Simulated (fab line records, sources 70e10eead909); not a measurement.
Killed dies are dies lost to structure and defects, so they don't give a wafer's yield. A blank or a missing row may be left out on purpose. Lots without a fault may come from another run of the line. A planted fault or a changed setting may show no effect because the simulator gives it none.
Which tool did it? | flow nand_harc | 12 lots, 36 wafers sampled, at 5 steps of a route of 1302

WHAT THE GAUGES READ, wafer by wafer
NHARC_END_SORT_01.
lot  | measured     | on        | killed_at_array | killed_at_other | killed_at_periphery | killed_dies | killed_open | killed_short
L583 | day 30 20:20 | prober-02 | 61 51 51        | 2 2 1           | 2 7 3               | 65 60 55    | 5 1 2       | 2 3 3

WHICH TOOL RAN EACH LOT (tool, then ch and the chambers of the sampled wafers, then the start)
lot  | NHARC_A_SLIT_STRIP_18                         | NHARC_A_WL_FILL_ETCHBACK_17       | NHARC_A_WL_FILL_CVD_23           | NHARC_A_WL_FILL_ALD_19
L569 | rie_diel-07 ch 1,3, day 21 08:40 or earlier   | rie_metal-03 ch 0,1, day 21 08:40 | lpcvd_poly-01 ch 0, day 21 11:20 | ald_metal-03 ch 0,2,3, day 21 14:13
L568 | rie_diel-10 ch 1,3, day 21 14:04 or earlier   | rie_metal-01 ch 0,1, day 21 14:04 | lpcvd_poly-02 ch 0, day 21 16:38 | ald_metal-02 ch 0,2,3, day 21 19:29
L572 | rie_diel-10 ch 2,3, day 22 02:50 or earlier   | rie_metal-03 ch 0,1, day 22 02:50 | lpcvd_poly-02 ch 0, day 22 05:23 | ald_metal-03 ch 0,1,3, day 22 08:14
L573 | rie_diel-02 ch 0,1,3, day 22 08:47 or earlier | rie_metal-01 ch 0,1, day 22 08:47 | lpcvd_poly-01 ch 0, day 22 11:23 | ald_metal-02 ch 0,1,3, day 22 14:15
L574 | rie_diel-07 ch 1,2,3, day 22 20:48 or earlier | rie_metal-02 ch 0,1, day 22 20:48 | lpcvd_poly-01 ch 0, day 22 23:28 | ald_metal-02 ch 1,2,3, day 23 02:18
L577 | rie_diel-02 ch 0,3, day 24 22:37 or earlier   | rie_metal-03 ch 0,1, day 24 22:37 | lpcvd_poly-03 ch 0, day 25 01:16 | ald_metal-03 ch 1,2,3, day 25 04:08
L581 | rie_diel-02 ch 0,3, day 27 01:48 or earlier   | rie_metal-02 ch 1, day 27 01:48   | lpcvd_poly-01 ch 0, day 27 04:33 | ald_metal-02 ch 0,1,2, day 27 07:24
L583 | rie_diel-07 ch 0,2,3, day 27 07:38 or earlier | rie_metal-01 ch 0,1, day 27 07:38 | lpcvd_poly-01 ch 0, day 27 10:54 | ald_metal-01 ch 1,2, day 27 13:47
L586 | rie_diel-02 ch 1,2,3, day 28 18:53 or earlier | rie_metal-02 ch 0,1, day 28 18:53 | lpcvd_poly-02 ch 0, day 28 20:16 | ald_metal-02 ch 0,1,3, day 28 23:05
L587 | rie_diel-07 ch 1,2,3, day 28 17:45 or earlier | rie_metal-01 ch 0,1, day 28 17:45 | lpcvd_poly-02 ch 0, day 28 20:16 | ald_metal-03 ch 0,1,3, day 28 23:08
L589 | rie_diel-02 ch 0,2,3, day 29 20:56 or earlier | rie_metal-02 ch 0,1, day 29 20:56 | lpcvd_poly-01 ch 0, day 29 23:34 | ald_metal-02 ch 0,3, day 30 02:28
L591 | rie_diel-02 ch 2,3, day 30 13:14 or earlier   | rie_metal-01 ch 0, day 30 13:14   | lpcvd_poly-02 ch 0, day 30 15:47 | ald_metal-02 ch 1,2,3, day 30 18:40
- NHARC_A_SLIT_STRIP_18: strips in O2.
- NHARC_A_WL_FILL_ETCHBACK_17: etches the open film in Cl2/BCl3, target depth 4 nm, time 26.7 s.
- NHARC_A_WL_FILL_CVD_23: deposits poly-Si, target thk 40 nm, time 800 s.
- NHARC_A_WL_FILL_ALD_19: deposits TiN, target thk 2 nm, pulse time 3 s, ald cycles 100.

WHAT THE TOOLS THEMSELVES READ (means of the sampled wafers that have a number; where no wafer has one, the mark that the record gives instead)
NHARC_A_SLIT_STRIP_18.
lot  | tool        | drypump_motor_current_A (A) | oes_product_au (a.u.) | rf_vpp_V (V) | showerhead_plenum_p_Torr (Torr) | throttle_valve_pct (%)
L569 | rie_diel-07 | 6.1                         | 1.007                 | 57.5         | 3.51                            | 17.040
L568 | rie_diel-10 | 5.8                         | 1.009                 | 58.1         | 3.50                            | 17.033
L572 | rie_diel-10 | 5.1                         | 1.009                 | 58.0         | 3.60                            | 17.034
L573 | rie_diel-02 | 5.6                         | 0.996                 | 57.7         | 3.50                            | 17.036
L574 | rie_diel-07 | 5.9                         | 1.006                 | 57.8         | 3.63                            | 17.027
L577 | rie_diel-02 | 5.9                         | 0.994                 | 57.3         | 3.56                            | 17.040
L581 | rie_diel-02 | 5.9                         | 1.011                 | 57.8         | 3.53                            | 17.030
L583 | rie_diel-07 | 5.9                         | 0.994                 | 57.9         | 3.56                            | 17.040
L586 | rie_diel-02 | 5.5                         | 1.000                 | 58.0         | 3.51                            | 17.021
L587 | rie_diel-07 | 5.9                         | 1.002                 | 57.9         | 3.63                            | 17.047
L589 | rie_diel-02 | 5.7                         | 1.007                 | 57.7         | 3.54                            | 17.024
L591 | rie_diel-02 | 5.8                         | 0.999                 | 57.7         | 3.57                            | 17.024

NHARC_A_WL_FILL_ETCHBACK_17.
lot  | tool         | drypump_motor_current_A (A) | oes_product_au (a.u.)
L569 | rie_metal-03 | 6.2                         | 0.984
L568 | rie_metal-01 | 5.7                         | 1.000
L572 | rie_metal-03 | 6.4                         | 0.991
L573 | rie_metal-01 | 5.7                         | 1.004
L574 | rie_metal-02 | 5.4                         | 1.003
L577 | rie_metal-03 | 6.2                         | 0.985
L581 | rie_metal-02 | 5.6                         | 1.007
L583 | rie_metal-01 | 5.9                         | 0.993
L586 | rie_metal-02 | 5.1                         | 0.996
L587 | rie_metal-01 | 5.9                         | 0.998
L589 | rie_metal-02 | 5.3                         | 0.990
L591 | rie_metal-01 | 5.4                         | 0.990

NHARC_A_WL_FILL_CVD_23.
lot  | tool          | run_length_s (s) | spike_tc_top_C (C) | tube_center_temp_C (C) | zone_power_lower_pct (%)
L569 | lpcvd_poly-01 | 800.7            | 638.4              | 620                    | 9.9
L568 | lpcvd_poly-02 | 801.4            | 637.8              | 620                    | 8.1
L572 | lpcvd_poly-02 | 800.9            | 637.3              | 620                    | 8.0
L573 | lpcvd_poly-01 | 801.3            | 637.9              | 620                    | 10.0
L574 | lpcvd_poly-01 | 800.7            | 637.2              | 620                    | 10.1
L577 | lpcvd_poly-03 | 802.6            | 636.7              | 620                    | 10.1
L581 | lpcvd_poly-01 | 609.2            | 637.6              | 620                    | 10.2
L583 | lpcvd_poly-01 | 609.3            | 638.5              | 620                    | 10.1
L586 | lpcvd_poly-02 | 801.2            | 638.5              | 620                    | 8.1
L587 | lpcvd_poly-02 | 800.9            | 637.8              | 620                    | 8.1
L589 | lpcvd_poly-01 | 800.8            | 637.7              | 620                    | 10.1
L591 | lpcvd_poly-02 | 801.5            | 637.8              | 620                    | 8.1

NHARC_A_WL_FILL_ALD_19.
lot  | tool         | heater_power_w (W) | precursor_pulse_height_rel
L569 | ald_metal-03 | 1054               | 0.996
L568 | ald_metal-02 | 944                | 0.990
L572 | ald_metal-03 | 1036               | 1.009
L573 | ald_metal-02 | 983                | 1.021
L574 | ald_metal-02 | 990                | 0.993
L577 | ald_metal-03 | 1042               | 1.001
L581 | ald_metal-02 | 979                | 1.002
L583 | ald_metal-01 | 1087               | 1.004
L586 | ald_metal-02 | 1016               | 1.003
L587 | ald_metal-03 | 1040               | 0.983
L589 | ald_metal-02 | 999                | 1.003
L591 | ald_metal-02 | 1006               | 0.999

THE ANSWER, worked out from the rows above alone
Rule: what is usual is taken from the lots themselves. Put in order of their means at a reading, lots are off if they are a third of the lots or fewer, leave a main group of 4 or more, and stand apart from it by a gap of 3 or more times the standard deviation of the main group's means; of several such gaps the widest counts. A main group whose means are all the same, to the digits that the tables above print for the reading, isn't used. A lot without any number at a reading at which 4 lots or more have one is off too. The other lots that the step has rows for count as sound. The gauges are gone through in route order, then the tools' own readings, and for those a lot's mean is taken as printed above. The first step at which some lot is off is used, and at that step the reading that is off furthest; a lot without a number counts as furthest.
Off: L581, L583, at NHARC_A_WL_FILL_CVD_23 (run_length_s). The main group: mean 801.2 s, standard deviation 0.54.
A tool fits if, at that step or a process step before it, it ran every lot that is off, and no sound lot after the first of them. NHARC_A_SLIT_STRIP_18 gives no start for some lots, so the hours and the order of its lots are those of NHARC_A_WL_FILL_ETCHBACK_17. None of those tried fits.

WHAT THE SIMULATOR HAD PUT IN
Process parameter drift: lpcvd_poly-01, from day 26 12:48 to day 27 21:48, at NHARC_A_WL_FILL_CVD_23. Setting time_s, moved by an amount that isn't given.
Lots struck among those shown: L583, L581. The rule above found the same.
